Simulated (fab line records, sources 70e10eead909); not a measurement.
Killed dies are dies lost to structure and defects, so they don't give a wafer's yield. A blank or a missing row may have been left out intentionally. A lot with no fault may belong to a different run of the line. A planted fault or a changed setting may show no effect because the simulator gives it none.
Chamber matching :: flow nand harc :: NHARC_A_BLC_ALD_23 on ald metal-03: 4 sister chambers
The step deposits TiN, target thk 3 nm, pulse time 1 s, ald cycles 150. 4 wafers are shown with their chamber, then 6 later ones without.

== WAFERS PAIRED WITH THEIR CHAMBERS ==
wafer: L300.2
chamber: 2
heater power w (W): 1119

wafer: L299.3
chamber: 3
heater power w (W): 1024

wafer: L307.3
chamber: 0
heater power w (W): 999

wafer: L307.4
chamber: 1
heater power w (W): 1034

== WAFERS MISSING THEIR CHAMBER ==
wafer: L307.6
heater power w (W): 1149

wafer: L309.1
heater power w (W): 1012

wafer: L309.4
heater power w (W): 1028

wafer: L308.1
heater power w (W): 1010

wafer: L308.4
heater power w (W): 1142

wafer: L308.6
heater power w (W): 1122

== CHAMBER TAKEN BY EACH ==
wafer: L307.6
from the rows above: 2
in truth: 2

wafer: L309.1
from the rows above: can't be placed: 3 or 0 or 1
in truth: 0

wafer: L309.4
from the rows above: can't be placed: 3 or 1 or 0
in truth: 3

wafer: L308.1
from the rows above: can't be placed: 0 or 3 or 1
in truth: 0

wafer: L308.4
from the rows above: 2
in truth: 2

wafer: L308.6
from the rows above: 2
in truth: 2
3 of 6 placed correctly. From these rows, 3 cannot be placed; in 3 the true chamber is one of the candidates. Number placed wrongly: 0.
How it was worked out, from the rows above alone: a wafer's distance from a chamber is the root of the sum, over the readings, of the square of ((its reading less the chamber's mean) divided by the reading's scatter). If the next closest chamber is less than 2 further off than the closest, the wafer can't be placed; otherwise it belongs to the closest. A chamber's mean is the mean of its shown wafers. The scatter (one wafer shown for each chamber): square how far every hidden wafer sits from the nearest shown wafer, average those squares and take the square root.
